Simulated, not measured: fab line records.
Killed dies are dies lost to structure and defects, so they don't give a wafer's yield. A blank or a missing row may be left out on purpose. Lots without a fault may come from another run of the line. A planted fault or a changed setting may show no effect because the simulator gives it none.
Split-lot experiment	flow n5-finfet	on a route of 1938 steps: 7 lots, 39 wafers read

== THE SPLIT ITSELF ==
At N5_FIN_CUT_CUT_ETCH_15 (etches Si in HBr/Cl2/O2, target depth 100 nm, bt time 10 s, time 42.4 s), the setting target-depth-a was moved away from the recipe's 1000 angstrom on 12 of the 39 wafers read, by -11.4% to +8.8%. The other wafers ran this setting at the recipe's value.

No step appears in the file between the split and the reading.

== THE READING ==
SOC_of_FIN_CUT_COAT_18.thk-nm (the simulator's own value, which no gauge read), in nm, at N5_FIN_CUT_CUT_ETCH_28 (etches Si in HBr/Cl2/O2, target depth 6 nm, time 2.4 s). The file does not state a usual value for it. Average 168.4 nm, standard deviation 0.63 nm, over the 27 wafers here run with the recipe.

wafer	tool, chamber at the split	target-depth-a as run, angstrom	against the recipe	SOC_of_FIN_CUT_COAT_18.thk-nm, nm	against lot-mates on the recipe
L078.1	rie-si-06, 2	1000	recipe	169.8	-
L078.2	rie-si-06, 3	1000	recipe	168.6	-
L078.3	rie-si-06, 1	1000	recipe	169	-
L078.6	rie-si-06, 1	1000	recipe	169	-
L078.4	rie-si-06, 2	1000	recipe	169.6	-
L078.5	rie-si-06, 3	1000	recipe	168.8	-
L079.1	rie-si-06, 2	1088	+8.8%	165.4	-3.1
L079.2	rie-si-06, 1	1000	recipe	168.6	-
L079.6	rie-si-06, 1	1000	recipe	168.6	-
L079.3	rie-si-06, 3	1088	+8.8%	165.2	-3.3
L079.4	rie-si-06, 2	1088	+8.8%	165.6	-2.9
L079.5	rie-si-06, 3	1000	recipe	168.2	-
L081.4	rie-si-06, 2	1000	recipe	168	-
L081.5	rie-si-06, 1	1000	recipe	168.6	-
L081.6	rie-si-06, 3	1000	recipe	168.4	-
L083.1	rie-si-06, 3	1000	recipe	167.2	-
L083.2	rie-si-06, 1	1000	recipe	168	-
L083.3	rie-si-06, 2	1000	recipe	168.6	-
L083.4	rie-si-06, 0	1000	recipe	166.8	-
L083.5	rie-si-06, 2	1000	recipe	168.4	-
L083.6	rie-si-06, 1	1000	recipe	168.2	-
L084.1	rie-si-06, 3	950.4	-5.0%	168.8	+0.1
L084.2	rie-si-06, 1	1000	recipe	168.6	-
L084.3	rie-si-06, 0	950.4	-5.0%	170.2	+1.5
L084.4	rie-si-06, 2	1000	recipe	169.4	-
L084.5	rie-si-06, 0	1000	recipe	168.2	-
L084.6	rie-si-06, 3	950.4	-5.0%	170	+1.3
L088.1	rie-si-02, 2	900.5	-10.0%	173	+4.9
L088.2	rie-si-02, 0	900.5	-10.0%	171.8	+3.7
L088.6	rie-si-02, 0	900.5	-10.0%	171.8	+3.7
L088.3	rie-si-02, 3	1000	recipe	168	-
L088.5	rie-si-02, 3	1000	recipe	168	-
L088.4	rie-si-02, 1	1000	recipe	168.2	-
L094.1	rie-si-06, 2	886.1	-11.4%	172.4	+4.3
L094.2	rie-si-06, 0	886.1	-11.4%	172.2	+4.1
L094.3	rie-si-06, 1	886.1	-11.4%	172.8	+4.7
L094.4	rie-si-06, 3	1000	recipe	168	-
L094.5	rie-si-06, 3	1000	recipe	168	-
L094.6	rie-si-06, 0	1000	recipe	168.2	-

THE FIT
A straight line over all 39 wafers: SOC_of_FIN_CUT_COAT_18.thk-nm changes by -0.353 nm for each +1% of target-depth-a; r = -0.94; the points scatter about the line by 0.62 nm.
The same after taking each lot's own level away (the mean of its wafers on the recipe; 39 wafers): -0.372 nm for each +1%; r = -0.96; scatter 0.53 nm.
On that fit, the largest move of target-depth-a shifts the reading by 4.2 nm.
Measured against the standard deviation above, the lots' own levels, which go from 167.87 to 169.13 nm, span 2.0 times it.
So the lot-to-lot level changes the slope little: the two slopes agree.
Check: for one of the wafers moved furthest among these (-11.4%), held out of the fit, the line's prediction against its lot-mates is +4.21 nm. It came out at +4.33 nm against them.

== OTHER SPLITS APPLIED TO THESE WAFERS ==
These wafers also went through other splits before the reading. Each is held against what the fit with the lots' levels taken away leaves over:
other split on the same wafers	wafers away from the commonest value	r with SOC_of_FIN_CUT_COAT_18.thk-nm (lot level and that fit taken away)
N5_WELL_APT_EPI_41 time-s	9	-0.28

== THE WHOLE CHAIN: every reading that the file lists as answering this split, in the file's order ==
step	what it does	reading	change (the file's fit)	r (the file's)
N5_FIN_CUT_CUT_ETCH_15	etches Si in HBr/Cl2/O2, target depth 100 nm, bt time 10 s, time 42.4 s	etch.depth-nm (the simulator's own value, which no gauge read)	+1.06 nm for each +1% of the setting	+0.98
N5_FIN_CUT_CUT_ETCH_15	etches Si in HBr/Cl2/O2, target depth 100 nm, bt time 10 s, time 42.4 s	FIN_CUT.feature-depth-nm (the simulator's own value, which no gauge read)	+1.05 nm for each +1% of the setting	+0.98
N5_FIN_CUT_CUT_ETCH_15	etches Si in HBr/Cl2/O2, target depth 100 nm, bt time 10 s, time 42.4 s	SOC_of_FIN_CUT_COAT_18.thk-nm (the simulator's own value, which no gauge read)	-0.376 nm for each +1% of the setting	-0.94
N5_FIN_CUT_CUT_ETCH_28	etches Si in HBr/Cl2/O2, target depth 6 nm, time 2.4 s	SOC_of_FIN_CUT_COAT_18.thk-nm (the simulator's own value, which no gauge read)	-0.371 nm for each +1% of the setting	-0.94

== FILE'S OWN FIT ==
SOC_of_FIN_CUT_COAT_18.thk-nm changes by -0.371 nm for each +1% of target-depth-a, r = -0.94.
